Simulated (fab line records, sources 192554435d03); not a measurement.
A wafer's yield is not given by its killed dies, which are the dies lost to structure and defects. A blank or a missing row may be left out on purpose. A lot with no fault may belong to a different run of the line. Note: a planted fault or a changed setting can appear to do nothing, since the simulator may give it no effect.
Split-lot experiment | flow n5 finfet | 21 wafers read from 7 lots, route of 1938 steps

== THE SPLIT ==
At N5_BEOL_M14_DEP_53 (deposits SiCN from 3MS/NH3, target thk 50 nm, time 17.8 s), the setting time s was moved away from the recipe's 17.8 s on 11 of the 21 wafers read, by -13.2% to +14.3%. All remaining wafers had this setting at the recipe value.

The reading is taken at the split's own step.

== THE READING ==
SiCN_of_BEOL_M14_DEP_53.thk nm (the simulator's own value, which no gauge read), in nm, at N5_BEOL_M14_DEP_53 (deposits SiCN from 3MS/NH3, target thk 50 nm, time 17.8 s). There is no usual value for it anywhere in the file. Average 49.6 nm, standard deviation 0.68 nm, over the 10 wafers here run with the recipe.

wafer  | tool, chamber at the split | time s as run, s | against the recipe | SiCN_of_BEOL_M14_DEP_53.thk nm, nm | against lot-mates on the recipe
L074.1 | pecvd-01, 1                | 17.8             | recipe             | 49.2                               | -
L074.5 | pecvd-01, 0,2              | 20.15            | +13.2%             | 57                                 | +7.8
L074.6 | pecvd-01, 0,2              | 20.15            | +13.2%             | 57                                 | +7.8
L077.1 | pecvd-02, 2                | 17.8             | recipe             | 49.4                               | -
L077.2 | pecvd-02, 1                | 17.8             | recipe             | 49                                 | -
L077.3 | pecvd-02, 0                | 19.36            | +8.8%              | 53.2                               | +4.0
L082.1 | pecvd-01, 0                | 17.8             | recipe             | 49                                 | -
L082.4 | pecvd-01, 2                | 17.8             | recipe             | 49.6                               | -
L082.5 | pecvd-01, 1                | 17.8             | recipe             | 49.4                               | -
L083.3 | pecvd-01, 1                | 17.8             | recipe             | 49                                 | -
L083.4 | pecvd-01, 0                | 18.49            | +3.9%              | 52.2                               | +2.6
L083.6 | pecvd-01, 2                | 17.8             | recipe             | 50.2                               | -
L091.1 | pecvd-02, 0                | 15.45            | -13.2%             | 43.8                               | no lot-mate on the recipe
L091.2 | pecvd-02, 2                | 15.45            | -13.2%             | 42.8                               | no lot-mate on the recipe
L091.4 | pecvd-02, 0                | 15.45            | -13.2%             | 44.2                               | no lot-mate on the recipe
L092.2 | pecvd-02, 1                | 17.06            | -4.2%              | 47.8                               | -2.8
L092.5 | pecvd-02, 0                | 17.06            | -4.2%              | 49                                 | -1.6
L092.6 | pecvd-02, 1                | 17.8             | recipe             | 50.6                               | -
L094.1 | pecvd-04, 0                | 20.34            | +14.3%             | 57                                 | +6.0
L094.3 | pecvd-04, 0                | 20.34            | +14.3%             | 57.6                               | +6.6
L094.5 | pecvd-04, 1                | 17.8             | recipe             | 51                                 | -
If several chambers appear in one row, that row covers several wafers at once and the file leaves open which wafer was in which chamber.

FIT RESULTS
A straight line over all 21 wafers: SiCN_of_BEOL_M14_DEP_53.thk nm changes by +0.497 nm for each +1% of time s; r = +0.99; the points scatter about the line by 0.73 nm.
The same after taking each lot's own level away (the mean of its wafers on the recipe; 18 wafers): +0.508 nm for each +1%; r = +0.98; scatter 0.65 nm.
According to that fit, moving time s by its largest amount changes the reading by 7.2 nm.
The span of the lots' own levels, 49.20 to 51.00 nm, comes to 2.6 times the standard deviation stated above.
Consequently the slope shifts little with the lot-to-lot level, the two slopes agreeing.
Check: with one of the wafers moved furthest among these (+14.3%) left out of the fit, the line predicts +7.65 nm for it against its lot-mates. Against them it came out at +6 nm.

== THE OTHER SPLITS THESE WAFERS WENT THROUGH ==
Other splits were also applied to these wafers ahead of the reading. Each is held against what the fit with the lots' levels taken away leaves over:
other split on the same wafers    | wafers away from the commonest value | r with SiCN_of_BEOL_M14_DEP_53.thk nm (lot level and that fit taken away)
N5_BEOL_M11_DEGAS_44 temp c       | 6                                    | -0.31
N5_BEOL_M12_ETCH_67 source w      | 6                                    | -0.23
N5_BEOL_M12_ETCH_68 time s        | 12                                   | -0.47
N5_BEOL_M13_TRENCH_ETCH_34 time s | 8                                    | -0.12

== FILE'S OWN FIT ==
SiCN_of_BEOL_M14_DEP_53.thk nm changes by +0.507 nm for each +1% of time s, r = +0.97.
